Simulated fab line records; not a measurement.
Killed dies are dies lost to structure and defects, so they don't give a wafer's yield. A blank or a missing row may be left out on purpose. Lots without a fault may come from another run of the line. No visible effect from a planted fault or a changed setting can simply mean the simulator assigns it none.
Comparing a struck lot with a sound one | flow nand_harc | 14 out of 1159 route steps
Sound: these wafers, L932.1, L932.2, L932.6. Struck: wafers L936.2, L936.5, L936.6. The cause comes at the end.
For every step that has rows: the tool of each side, followed by ch and its chambers, followed by its first start. Under that, the readings that differ: sound wafers | struck wafers | difference of the means | sigmas: that difference in standard deviations of wafers without a fault.
alike: readings whose means differ by less than 2 such deviations, and words and numbers that are the same on both sides. not compared: withheld readings, readings that some wafer has no value for, bounds like >300 that may hide the same value, and numbers for which the record gives no deviation and whose values overlap.
The two part at a step that has a row with sigmas, a row that says differs or no value, or rows on one side only. Numbers that don't overlap but have no deviation are shown without sigmas and don't part them. A reading missing from all wafers of one side parts the sides only when that side holds two or more wafers.

first, 5 steps without rows for these wafers: NHARC_A_STAIRCASE_EBR_213; NHARC_A_STAIRCASE_EXPOSE_214 (exposes mask STAIR 3); NHARC_A_STAIRCASE_PEB_215 (peb time 130 s); NHARC_A_STAIRCASE_DEVELOP_216 (time 140 s); NHARC_A_STAIRCASE_HARDBAKE_218 (time 140 s).
NHARC_A_STAIRCASE_DESCUM_219: chemistry O2, time 3 s.
  sound on rie_diel-02 ch 1,2, day 12 07:23; struck on rie_diel-01 ch 0,3, day 13 12:48
  alike: drypump_motor_current_A, oes_product_au, rf_vpp_V, showerhead_plenum_p_Torr, throttle_valve_pct
  not compared: rf_hours_counter_h
NHARC_A_STAIRCASE_TRIM_220: chemistry O2, time 211.2 s.
  sound on rie_diel-02 ch 0,3, day 12 07:28; struck on rie_diel-01 ch 0,2,3, day 13 12:56
  alike: drypump_motor_current_A, oes_product_au, rf_vpp_V, showerhead_plenum_p_Torr, throttle_valve_pct
  not compared: rf_hours_counter_h
then, 2 steps without rows for these wafers: NHARC_A_STAIRCASE_ETCH_221 (etches the open film in C4F8/O2, target depth 100 nm, time 40.5 s); NHARC_A_STAIRCASE_TRIM_222 (chemistry O2, time 211.2 s).
NHARC_A_STAIRCASE_ETCH_223: etches the open film in C4F8/O2, target depth 100 nm, time 40.5 s.
  sound on rie_diel-02 ch 0,2; struck on rie_diel-01 ch 0,1
  alike: oes_product_au, rf_fwd_power_W, rf_vpp_V
  not compared: rf_hours_counter_h
NHARC_A_STAIRCASE_TRIM_224: chemistry O2, time 211.2 s.
  sound on rie_diel-02 ch 0,1; struck on rie_diel-01 ch 0,2,3
  alike: drypump_motor_current_A, oes_product_au, rf_vpp_V, showerhead_plenum_p_Torr, throttle_valve_pct
  not compared: rf_hours_counter_h
NHARC_A_STAIRCASE_ETCH_225: etches the open film in C4F8/O2, target depth 100 nm, time 40.5 s.
  sound on rie_diel-02 ch 0,3, day 12 08:11; struck on rie_diel-01 ch 1,2,3, day 13 13:31
  reading               | sound             | struck            | difference | sigmas
  oes_product_au (a.u.) | 0.941 0.958 0.943 | 0.772 0.782 0.774 | -0.171     | -20
  alike: rf_fwd_power_W, rf_vpp_V
  not compared: rf_hours_counter_h
NHARC_A_STAIRCASE_TRIM_226: chemistry O2, time 211.2 s.
  sound on rie_diel-02 ch 0,2,3; struck on rie_diel-01 ch 1,2
  alike: drypump_motor_current_A, oes_product_au, rf_vpp_V, showerhead_plenum_p_Torr, throttle_valve_pct
  not compared: rf_hours_counter_h
-- break in the record here, with 8 days between the starts of the struck wafers on either side (left off in module A_STAIRCASE, picked up again in module END, where the first step shown is number 1159 on the route) --
NHARC_END_SORT_01:
  the record has rows for the struck wafers here (prober-02 ch 0, day 21 18:25) and none for the sound ones

## WHERE THEY PART
At NHARC_A_STAIRCASE_ETCH_225 first; at NHARC_END_SORT_01 last (within this record only).

WHY: the cause the simulator had injected
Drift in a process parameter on rie_diel-01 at NHARC_A_STAIRCASE_ETCH_225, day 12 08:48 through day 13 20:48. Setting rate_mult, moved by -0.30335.
